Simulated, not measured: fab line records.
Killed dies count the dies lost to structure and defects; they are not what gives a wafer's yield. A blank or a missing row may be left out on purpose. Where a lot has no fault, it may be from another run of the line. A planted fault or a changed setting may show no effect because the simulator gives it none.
A struck lot beside a sound one :: flow n5 finfet :: 15 out of 1938 route steps
Sound: the wafers L332.2, L332.4, L332.6. Struck: wafer L337.5 (left out: L337.6, a lot-mate that was not struck); the cause follows at the end.
Per side, at each step with rows, come the tool, then ch with its chambers, and then its first start. Under that, the readings that differ: sound wafers :: struck wafers :: difference of the means :: sigmas: that difference in standard deviations of wafers without a fault.
alike: same words and numbers on both sides, and readings whose means sit less than 2 such deviations apart. not compared: any withheld reading, any reading some wafer has no value for, any bound like >300 that may hide the same value, and any number with overlapping values for which the record gives no deviation.
A row with sigmas, a row that says differs or no value, or rows on one side alone: a step with any of these is where the two part. Numbers that have no deviation but don't overlap get no sigmas and don't part them. A reading that every wafer of one side lacks parts them only if that side has two wafers or more.

first, 6 steps without rows for these wafers: N5_BEOL_M9_COAT_22 (resist thk 30 nm); N5_BEOL_M9_EBR_24; N5_BEOL_M9_SOFTBAKE_23 (time 60 s); N5_BEOL_M9_EXPOSE_25 (exposes mask V8); N5_BEOL_M9_PEB_26 (peb time 60 s); N5_BEOL_M9_DEVELOP_27 (develop time 30 s).
N5_BEOL_M9_CD_MEAS_28: target cd 70 nm.
  sound on cd sem-03 ch 0, day 12 09:35; struck on cd sem-02 ch 0, day 14 09:58
  alike: cd nm
N5_BEOL_M9_OVL_MEAS_29:
  sound on overlay-01 ch 0, day 12 09:37; struck on overlay-02 ch 0, day 14 10:01
  alike: V8_OVL
N5_BEOL_M9_INSPECT_30: inspects for defects (brightfield).
  sound on defect inspect-01 at day 12 09:40; struck on defect inspect-02 at day 14 10:02
  alike: raw defect count
N5_BEOL_M9_DESCUM_33: chemistry O2, time 7 s.
  sound on rie diel-04 ch 0,1,2, day 12 10:11; struck on rie diel-04 ch 3, day 14 10:05
  alike: chamber pressure mTorr, drypump motor current A, oes product au, rf vpp V, showerhead plenum p Torr, throttle valve pct
  not compared: rf hours counter h
N5_BEOL_M9_ETCH_76: etches underlayer in N2/H2, target depth 6.5 nm, time 5.2 s.
  sound on rie diel-04 ch 0,1,2, day 12 10:14; struck on rie diel-04 ch 3, day 14 10:07
  alike: bias w, chamber pressure mTorr, drypump motor current A, etch rf on time s, oes product au, rf vpp V, showerhead plenum p Torr, throttle valve pct
  not compared: rf hours counter h
N5_BEOL_M9_ETCH_65: etches SiARC in CF4, target depth 15.6 nm, time 26 s.
  sound on rie diel-04 ch 0,1,2, day 12 10:14; struck on rie diel-04 ch 3, day 14 10:08
  alike: bias w, chamber pressure mTorr, drypump motor current A, etch rf on time s, mfc ar sccm, oes product au, rf vpp V, showerhead plenum p Torr, throttle valve pct
  not compared: rf hours counter h
N5_BEOL_M9_ETCH_66: etches SOC in N2/H2, target depth 80 nm, overetch 16 nm, time 120 s.
  sound on rie diel-04 ch 0,1,2, day 12 10:16; struck on rie diel-04 ch 3, day 14 10:12
reading: run length s (s)
sound: 143.2 143.2 144.2
struck: 150.1
difference: +6.6
sigmas: +14

reading: model.SiARC_of_BEOL_M9_COAT_64.thk nm (nm)
sound: 6.6 6.4 6.6
struck: 6
difference: -1
sigmas: 
  alike: bias w, chamber pressure mTorr, drypump motor current A, oes product au, rf vpp V, showerhead plenum p Torr, throttle valve pct
  not compared: rf hours counter h
then, 1 step without rows for these wafers: N5_BEOL_M9_STRIP_69 (strips in N2/H2).
-- a jump in the record: the struck wafers' starts before and after are 3 days apart (it breaks off in module BEOL_M9 and resumes in module PASSIVATION, where the first step shown is number 1936 of the route) --
N5_PASSIVATION_PROBE_49:
  record: rows for the struck wafers here (prober-02, day 17 08:01), none for the sound ones

## WHERE THEY PART
Earliest at N5_BEOL_M9_ETCH_66; latest, in this record, at N5_PASSIVATION_PROBE_49.

WHY: what had been put in by the simulator
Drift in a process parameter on rie diel-04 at N5_BEOL_M9_ETCH_66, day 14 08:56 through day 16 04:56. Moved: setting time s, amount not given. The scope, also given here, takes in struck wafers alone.
